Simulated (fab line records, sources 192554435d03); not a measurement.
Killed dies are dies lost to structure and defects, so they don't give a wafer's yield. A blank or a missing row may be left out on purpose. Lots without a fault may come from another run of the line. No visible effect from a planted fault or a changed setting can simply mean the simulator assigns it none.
The tool behind it: which one?	flow n5 finfet	24 lots, 72 wafers sampled, at 5 steps of a route of 1938

WHAT EACH GAUGE READ, for each wafer
N5_SD_EPI_N_CD_MEAS_09: the cd target is 120 nm.
lot	measured	on	cd nm (nm)
L074	day 3 00:25	cd sem-02	119.3 121.3 119.7
L075	day 3 05:17	cd sem-02	120.3 121.1 119.9
L076	day 3 21:56	cd sem-03	119.5 120.5 119.8
L077	day 4 01:58	cd sem-01	119.2 119.9 119.1
L078	day 4 06:07	cd sem-03	120.0 119.2 120.9
L079	day 4 10:01	cd sem-03	120.7 119.5 120.3
L080	day 4 12:53	cd sem-02	121.5 120.9 121.6
L081	day 4 22:23	cd sem-03	119.6 120.6 121.0
L082	day 5 00:49	cd sem-03	119.4 119.1 119.8
L083	day 5 07:02	cd sem-01	120.0 121.5 121.3
L084	day 5 15:14	cd sem-02	119.9 119.8 120.2
L085	day 6 03:51	cd sem-02	120.4 120.9 120.8
L086	day 6 04:19	cd sem-01	120.4 121.0 119.9
L087	day 6 09:26	cd sem-03	120.8 119.9 119.3
L088	day 6 16:10	cd sem-03	121.9 121.6 120.9
L089	day 6 18:22	cd sem-03	117.7 120.2 119.6
L090	day 7 02:48	cd sem-01	120.9 118.9 119.6
L091	day 7 09:22	cd sem-01	121.1 120.3 120.2
L092	day 7 18:16	cd sem-03	119.8 119.0 119.8
L093	day 7 22:22	cd sem-03	120.1 121.0 120.0
L094	day 8 01:44	cd sem-02	121.7 119.9 119.6
L095	day 8 06:20	cd sem-03	120.6 121.2 120.1
L096	day 8 16:13	cd sem-01	120.3 119.5 119.8
L097	day 8 18:37	cd sem-02	119.8 118.7 120.5

TOOL THAT RAN EACH LOT (tool first, then ch and the chambers of the sampled wafers, then the start)
lot	N5_FIN_SAQP_FIN_ETCH_36	N5_DUMMY_GATE_CMP_04	N5_DUMMY_GATE_STRIP_41	N5_SPACER0_ALD_07
L074	rie si-04 ch 0,3, day 2 02:41	cmp-03 ch 0,2,3, day 2 17:17	rie diel-03 ch 0,3, day 2 22:47	ald sin-04 ch 0,1, day 2 23:34
L075	rie si-01 ch 0,2, day 2 07:45	cmp-01 ch 0,1,2, day 2 22:20	rie diel-01 ch 0,1,2, day 3 03:25	ald sin-04 ch 0,2,3, day 3 04:19
L076	rie si-02 ch 0,3, day 2 14:21	cmp-01 ch 0,3, day 3 11:13	rie diel-04 ch 0,1,2, day 3 19:39	ald sin-04 ch 1,2,3, day 3 20:58
L077	rie si-02 ch 2,3, day 2 20:37	cmp-03 ch 0,1, day 3 14:52	rie diel-03 ch 0,3, day 4 00:23	ald sin-02 ch 1,2, day 4 01:07
L078	rie si-01 ch 1,2, day 3 01:57	cmp-01 ch 0,2,3, day 3 22:25	rie diel-04 ch 0,3, day 4 04:13	ald sin-04 ch 0,1,2, day 4 05:08
L079	rie si-01 ch 1,2, day 3 08:18	cmp-01 ch 0,2,3, day 4 02:08	rie diel-03 ch 2,3, day 4 08:07	ald sin-02 ch 0,2,3, day 4 09:04
L080	rie si-02 ch 2,3, day 3 15:00	cmp-04 ch 0,1,3, day 4 05:50	rie diel-04 ch 1,2,3, day 4 11:05	ald sin-04 ch 0,1,2, day 4 11:55
L081	rie si-02 ch 1,2, day 3 22:16	cmp-01 ch 0,1, day 4 14:16	rie diel-03 ch 0,3, day 4 20:35	ald sin-02 ch 0,1,3, day 4 21:26
L082	rie si-04 ch 0,1,2, day 4 02:25	cmp-01 ch 0,1,3, day 4 17:53	rie diel-03 ch 0,2,3, day 4 23:05	ald sin-01 ch 0,2,3, day 4 23:51
L083	rie si-01 ch 0,3, day 4 08:15	cmp-03 ch 1,2,3, day 4 23:44	rie diel-03 ch 0,2,3, day 5 04:56	ald sin-04 ch 0,1,3, day 5 06:04
L084	rie si-04 ch 0,3, day 4 14:25	cmp-01 ch 0,1, day 5 07:43	rie diel-04 ch 1,2,3, day 5 13:15	ald sin-04 ch 0,2,3, day 5 14:16
L085	rie si-04 ch 0,2,3, day 4 20:59	cmp-03 ch 0,2,3, day 5 12:31	rie diel-04 ch 0,2, day 6 02:07	ald sin-04 ch 0,1, day 6 03:01
L086	rie si-02 ch 2,3, day 5 04:32	cmp-04 ch 0,2,3, day 5 19:54	rie diel-04 ch 1,2,3, day 6 02:34	ald sin-01 ch 0,1, day 6 03:20
L087	rie si-01 ch 1,3, day 5 09:16	cmp-01 ch 0,1, day 6 00:22	rie diel-04 ch 0,1,2, day 6 07:52	ald sin-01 ch 1,3, day 6 08:35
L088	rie si-01 ch 0,2,3, day 5 13:34	cmp-01 ch 1,3, day 6 06:47	rie diel-04 ch 0,1,2, day 6 13:53	ald sin-04 ch 0,1,3, day 6 15:20
L089	rie si-01 ch 2,3, day 5 19:47	cmp-01 ch 0,2,3, day 6 11:25	rie diel-01 ch 2,3, day 6 16:41	ald sin-04 ch 0,1,2, day 6 17:25
L090	rie si-04 ch 0,1,2, day 6 01:56	cmp-01 ch 1,2,3, day 6 18:38	rie diel-01 ch 0,3, day 7 00:01	ald sin-01 ch 0,1, day 7 01:50
L091	rie si-04 ch 0,1,2, day 6 08:12	cmp-03 ch 1,3, day 7 01:33	rie diel-03 ch 0,1,2, day 7 06:54	ald sin-02 ch 0,1,3, day 7 08:31
L092	rie si-04 ch 0,1,3, day 6 16:01	cmp-01 ch 1,2,3, day 7 08:09	rie diel-04 ch 0,2,3, day 7 16:16	ald sin-02 ch 0,2,3, day 7 17:26
L093	rie si-04 ch 0,2,3, day 6 21:25	cmp-01 ch 0,3, day 7 15:28	rie diel-01 ch 0,2,3, day 7 20:43	ald sin-01 ch 1,3, day 7 21:32
L094	rie si-01 ch 0,2,3, day 7 03:25	cmp-04 ch 0,2,3, day 7 18:45	rie diel-03 ch 0,1,3, day 8 00:02	ald sin-01 ch 0,2,3, day 8 00:46
L095	rie si-02 ch 0,1,2, day 7 08:13	cmp-04 ch 0,2, day 7 23:24	rie diel-04 ch 0,2, day 8 04:38	ald sin-02 ch 0,2,3, day 8 05:22
L096	rie si-04 ch 0,2, day 7 15:40	cmp-03 ch 1,2,3, day 8 07:27	rie diel-04 ch 0,1, day 8 14:32	ald sin-01 ch 1,3, day 8 15:23
L097	rie si-02 ch 0,2, day 7 20:16	cmp-04 ch 0,1, day 8 10:57	rie diel-03 ch 1,2,3, day 8 16:20	ald sin-01 ch 1,3, day 8 17:38
- N5_FIN_SAQP_FIN_ETCH_36: etches the open film in HBr/Cl2/O2, target depth 120 nm, time 50.4 s.
- N5_DUMMY_GATE_CMP_04: polishes a-Si.
- N5_DUMMY_GATE_STRIP_41: strips in O2.
- N5_SPACER0_ALD_07: deposits SiNx, target thk 2 nm.

WHAT THE TOOLS THEMSELVES READ (means of the sampled wafers that have a number; where no wafer has one, the mark that the record gives instead)
N5_FIN_SAQP_FIN_ETCH_36.
lot	tool	drypump motor current A (A)	oes_o_777_au (a.u.)	oes product au (a.u.)	rf fwd power W (W)	throttle valve pct (%)
L074	rie si-04	5.7	1.03	1.001	793.3	35.9
L075	rie si-01	5.2	0.99	0.981	798.7	36.0
L076	rie si-02	5.5	0.97	0.977	799.9	36.3
L077	rie si-02	6.0	0.96	0.993	798.1	36.1
L078	rie si-01	6.0	1.01	0.995	800.6	36.3
L079	rie si-01	5.7	0.99	0.978	795.1	36.2
L080	rie si-02	6.0	0.97	0.988	794.0	36.1
L081	rie si-02	6.1	1.01	1.009	798.3	36.0
L082	rie si-04	5.8	0.98	1.002	794.3	36.0
L083	rie si-01	5.7	0.98	0.977	794.8	36.5
L084	rie si-04	5.7	1.03	1.006	796.0	35.9
L085	rie si-04	5.6	1.00	1.012	794.2	35.8
L086	rie si-02	5.9	0.96	0.969	797.9	36.3
L087	rie si-01	6.1	0.98	0.987	798.8	36.6
L088	rie si-01	5.5	0.97	0.976	797.1	36.2
L089	rie si-01	5.8	0.97	0.979	797.1	36.5
L090	rie si-04	5.9	0.98	1.005	792.8	36.0
L091	rie si-04	5.9	0.98	1.002	795.1	36.0
L092	rie si-04	6.0	1.01	1.007	797.9	36.1
L093	rie si-04	5.7	1.00	1.014	794.4	35.8
L094	rie si-01	5.5	0.98	0.978	793.7	36.2
L095	rie si-02	5.8	1.02	1.020	795.9	36.1
L096	rie si-04	5.6	0.97	1.007	796.6	35.7
L097	rie si-02	5.8	0.98	1.017	796.0	36.1

N5_DUMMY_GATE_CMP_04.
lot	tool	motor current A (A)	time to endpoint s (s)
L074	cmp-03	10.1	12.5
L075	cmp-01	10.0	12.8
L076	cmp-01	10.2	15.5
L077	cmp-03	11.1	14.8
L078	cmp-01	9.8	14.7
L079	cmp-01	9.8	12.0
L080	cmp-04	10.7	14.6
L081	cmp-01	10.1	16.8
L082	cmp-01	10.3	13.6
L083	cmp-03	10.5	15.1
L084	cmp-01	10.5	17.4
L085	cmp-03	9.6	14.1
L086	cmp-04	10.8	14.2
L087	cmp-01	10.6	16.7
L088	cmp-01	10.0	11.8
L089	cmp-01	9.9	16.0
L090	cmp-01	10.1	12.6
L091	cmp-03	11.1	12.6
L092	cmp-01	10.0	13.1
L093	cmp-01	9.8	17.5
L094	cmp-04	10.7	15.1
L095	cmp-04	10.9	14.6
L096	cmp-03	10.2	13.5
L097	cmp-04	9.6	15.7

N5_DUMMY_GATE_STRIP_41.
lot	tool	drypump motor current A (A)	o2 flow sccm (sccm)	oes product au (a.u.)	rf vpp V (V)	showerhead plenum p Torr (Torr)	throttle valve pct (%)
L074	rie diel-03	5.5	224.6	0.78	3.4	2.21	16.87
L075	rie diel-01	5.8	225.3	0.81	3.5	2.14	16.70
L076	rie diel-04	5.5	225.1	0.73	4.1	2.10	16.68
L077	rie diel-03	5.5	224.8	0.77	3.6	2.20	16.89
L078	rie diel-04	5.5	224.8	0.72	3.4	2.07	17.07
L079	rie diel-03	5.4	224.9	0.77	3.1	2.08	16.88
L080	rie diel-04	5.9	224.1	0.73	3.5	2.12	16.79
L081	rie diel-03	5.6	224.3	0.77	3.6	2.20	16.91
L082	rie diel-03	5.5	224.6	0.77	3.2	2.14	16.90
L083	rie diel-03	5.4	225.0	0.76	4.0	2.14	16.90
L084	rie diel-04	5.9	225.3	0.72	4.3	2.11	16.81
L085	rie diel-04	5.4	224.3	0.73	3.7	2.13	16.57
L086	rie diel-04	5.9	224.6	0.72	3.6	2.11	16.81
L087	rie diel-04	5.5	225.1	0.71	3.6	2.09	16.72
L088	rie diel-04	5.5	225.6	0.71	3.7	2.09	16.72
L089	rie diel-01	5.9	225.1	0.74	3.8	2.06	16.78
L090	rie diel-01	5.5	225.3	0.71	4.0	2.12	17.01
L091	rie diel-03	5.6	224.9	0.75	3.3	2.10	16.91
L092	rie diel-04	5.4	224.8	0.71	3.6	2.09	16.86
L093	rie diel-01	5.8	224.9	0.72	4.1	2.10	16.94
L094	rie diel-03	5.6	224.7	0.74	3.3	2.16	16.93
L095	rie diel-04	5.0	224.9	0.70	3.3	2.07	16.77
L096	rie diel-04	5.2	225.1	0.79	3.5	2.02	16.75
L097	rie diel-03	5.5	225.2	0.74	4.0	2.10	16.94

N5_SPACER0_ALD_07.
lot	tool	heater power w (W)
L074	ald sin-04	846
L075	ald sin-04	857
L076	ald sin-04	876
L077	ald sin-02	832
L078	ald sin-04	863
L079	ald sin-02	824
L080	ald sin-04	849
L081	ald sin-02	791
L082	ald sin-01	806
L083	ald sin-04	792
L084	ald sin-04	857
L085	ald sin-04	813
L086	ald sin-01	771
L087	ald sin-01	826
L088	ald sin-04	808
L089	ald sin-04	876
L090	ald sin-01	800
L091	ald sin-02	786
L092	ald sin-02	813
L093	ald sin-01	843
L094	ald sin-01	801
L095	ald sin-02	822
L096	ald sin-01	823
L097	ald sin-01	850

THE ANSWER, worked out from the rows above alone
Rule: usual is defined by the lots themselves. The widest of any qualifying gaps counts: lots, ordered by their means at a reading, are off when they make up no more than a third of the lots, leave a main group of 4 or more, and stand apart from it by 3 or more times the standard deviation of that group's means. Not used: any main group whose means are identical at the precision the tables above print for the reading. Also off: a lot with no number at a reading for which 4 or more lots have one. Where the step has rows for the other lots, those lots are counted as sound. Order of review: gauges by route order, followed by the tools' own readings, for which a lot's mean as printed above is used. At the first step where some lot is off, the reading lying furthest off is the one used; lots without a number count as furthest.
No lot is off at any reading shown: from this, nothing can be told.

WHAT THE SIMULATOR HAD INSERTED
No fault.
